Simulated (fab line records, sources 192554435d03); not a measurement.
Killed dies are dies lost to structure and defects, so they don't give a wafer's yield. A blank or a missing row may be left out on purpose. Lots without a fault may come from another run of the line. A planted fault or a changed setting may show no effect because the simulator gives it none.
Chamber matching | flow n5_finfet | N5_BEOL_M0_SAQP_CUT_ETCH_46 on rie_diel-06: 4 sister chambers
The step etches SOC in N2/H2, target depth 135 nm, overetch 27 nm, time 202.5 s. 16 wafers are shown with their chamber, then 8 later ones without.

WAFERS WITH THEIR CHAMBER
wafer  | chamber | showerhead_plenum_p_Torr (Torr) | drypump_motor_current_A (A) | throttle_valve_pct (%)
L078.2 | 2       | 2.62                            | 5.9                         | 17.93
L078.4 | 1       | 2.50                            | 6.2                         | 17.86
L078.5 | 0       | 2.39                            | 5.5                         | 17.88
L084.1 | 0       | 2.39                            | 5.4                         | 17.88
L084.4 | 3       | 2.43                            | 6.0                         | 17.70
L084.6 | 1       | 2.49                            | 6.2                         | 17.90
L086.3 | 1       | 2.49                            | 6.2                         | 17.88
L086.4 | 0       | 2.39                            | 5.5                         | 17.90
L086.6 | 1       | 2.49                            | 6.2                         | 17.88
L087.2 | 0       | 2.39                            | 5.5                         | 17.91
L087.3 | 3       | 2.43                            | 6.1                         | 17.71
L087.4 | 2       | 2.61                            | 5.9                         | 17.94
L089.2 | 2       | 2.61                            | 5.9                         | 17.90
L089.4 | 3       | 2.43                            | 5.9                         | 17.71
L089.5 | 3       | 2.43                            | 6.0                         | 17.74
L090.1 | 0       | 2.39                            | 5.5                         | 17.90

SIGNATURES (means of the wafers above)
reading                  | chamber 0 | chamber 1 | chamber 2 | chamber 3 | scatter within a chamber
showerhead_plenum_p_Torr | 2.3900    | 2.4925    | 2.6133    | 2.4300    | 0.00344
drypump_motor_current_A  | 5.480     | 6.200     | 5.900     | 6.000     | 0.0483
throttle_valve_pct       | 17.8940   | 17.8800   | 17.9233   | 17.7150   | 0.0165
Rule: a wafer's distance from a chamber is the root of the sum, over the readings, of the square of ((its reading less the chamber's mean) divided by the reading's scatter). The wafer belongs to the nearest chamber; if the next one is less than 2 further off, it can't be placed. The scatter: the root of (the sum of the squares of (reading less its chamber's mean) over the shown wafers, divided by (wafers less chambers)).

WAFERS WITHOUT THEIR CHAMBER
wafer  | showerhead_plenum_p_Torr (Torr) | drypump_motor_current_A (A) | throttle_valve_pct (%)
L090.2 | 2.43                            | 6.0                         | 17.71
L090.3 | 2.49                            | 6.2                         | 17.88
L092.1 | 2.38                            | 5.5                         | 17.91
L092.3 | 2.43                            | 6.0                         | 17.71
L092.4 | 2.38                            | 5.5                         | 17.91
L096.1 | 2.61                            | 5.9                         | 17.53
L096.4 | 2.42                            | 6.0                         | 17.75
L096.6 | 2.48                            | 6.2                         | 17.89

WHICH CHAMBER EACH WENT THROUGH
wafer  | from the rows above | in truth
L090.2 | 3                   | 3
L090.3 | 1                   | 1
L092.1 | 0                   | 0
L092.3 | 3                   | 3
L092.4 | 0                   | 0
L096.1 | 2                   | 2
L096.4 | 3                   | 3
L096.6 | 1                   | 1
Placed correctly: 8 of 8. Can't be placed from these rows: 0. Placed wrongly: 0.
